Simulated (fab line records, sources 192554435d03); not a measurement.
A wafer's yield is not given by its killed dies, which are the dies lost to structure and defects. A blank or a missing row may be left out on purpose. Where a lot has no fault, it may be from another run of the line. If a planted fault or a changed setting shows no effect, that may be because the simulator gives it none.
Matching of chambers + flow n5_finfet + N5_BEOL_M4_PECVD_72 on pecvd-02: 3 sister chambers
The step deposits SiO2 from TEOS/O2, target thk 16 nm, time 18 s. 6 wafers are shown with their chamber, then 8 later ones without.

== EACH WAFER AND ITS CHAMBER ==
| wafer  | chamber | showerhead_vpp_V (V) | throttle_valve_pct (%) |
|--------|---------|----------------------|------------------------|
| L079.1 | 0       | 1476                 | 23.2                   |
| L081.6 | 2       | 1247                 | 21.5                   |
| L084.1 | 2       | 1245                 | 21.5                   |
| L084.2 | 1       | 1382                 | 23.4                   |
| L084.3 | 0       | 1464                 | 23.6                   |
| L095.1 | 1       | 1346                 | 23.3                   |

== WAFERS WHOSE CHAMBER IS MISSING ==
| wafer  | showerhead_vpp_V (V) | throttle_valve_pct (%) |
|--------|----------------------|------------------------|
| L095.2 | 1218                 | 21.8                   |
| L095.3 | 1465                 | 23.1                   |
| L094.2 | 1375                 | 23.3                   |
| L094.3 | 1467                 | 23.6                   |
| L094.6 | 1343                 | 23.1                   |
| L097.2 | 1255                 | 21.9                   |
| L097.4 | 1344                 | 23.0                   |
| L097.5 | 1450                 | 23.4                   |

== WHICH CHAMBER EACH ONE RAN IN ==
| wafer  | from the rows above | in truth |
|--------|---------------------|----------|
| L095.2 | 2                   | 2        |
| L095.3 | 0                   | 0        |
| L094.2 | 1                   | 1        |
| L094.3 | 0                   | 0        |
| L094.6 | 1                   | 1        |
| L097.2 | 2                   | 2        |
| L097.4 | 1                   | 1        |
| L097.5 | 0                   | 0        |
Correctly placed: 8 of 8. Not placeable from these rows: 0. 0 placed wrongly.
How it was worked out, from the rows above alone: a wafer's distance from a chamber is the root of the sum, over the readings, of the square of ((its reading less the chamber's mean) divided by the reading's scatter). The wafer belongs to the nearest chamber; if the next one is less than 2 further off, it can't be placed. The mean given for a chamber averages the wafers shown for that chamber. The scatter: the root of (the sum of the squares of (reading less its chamber's mean) over the shown wafers, divided by (wafers less chambers)).
